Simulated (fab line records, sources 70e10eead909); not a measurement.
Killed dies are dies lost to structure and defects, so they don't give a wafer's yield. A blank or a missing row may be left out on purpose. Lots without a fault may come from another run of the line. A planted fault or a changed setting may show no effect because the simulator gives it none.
Chamber matching | flow nand_harc | NHARC_A_ONON_D1_DEP_33 on pecvd-02: 3 sister chambers
The step deposits SiO2, target thk 200 nm. 3 wafers are shown with their chamber, then 7 later ones without.

WAFERS WITH THEIR CHAMBER
wafer  | chamber | showerhead_vpp_V (V)
L712.4 | 0       | 1814
L714.5 | 1       | 1811
L715.3 | 2       | 1991

WAFERS WITHOUT THEIR CHAMBER
wafer  | showerhead_vpp_V (V)
L715.6 | 1981
L717.1 | 1807
L717.4 | 1831
L717.5 | 1779
L718.1 | 2009
L718.3 | 1812
L718.6 | 1844

WHICH CHAMBER EACH WENT THROUGH
wafer  | from the rows above     | in truth
L715.6 | 2                       | 2
L717.1 | can't be placed: 1 or 0 | 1
L717.4 | can't be placed: 0 or 1 | 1
L717.5 | can't be placed: 1 or 0 | 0
L718.1 | 2                       | 2
L718.3 | can't be placed: 1 or 0 | 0
L718.6 | can't be placed: 0 or 1 | 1
Placed correctly: 2 of 7. Can't be placed from these rows: 5 (the true chamber is among the candidates in 5). Placed wrongly: 0.
How it was worked out, from the rows above alone: a wafer's distance from a chamber is the root of the sum, over the readings, of the square of ((its reading less the chamber's mean) divided by the reading's scatter). The wafer belongs to the nearest chamber; if the next one is less than 2 further off, it can't be placed. A chamber's mean is the mean of its shown wafers. The scatter: with one shown wafer a chamber, the root of the mean of the squares of how far each hidden wafer lies from its nearest shown one.
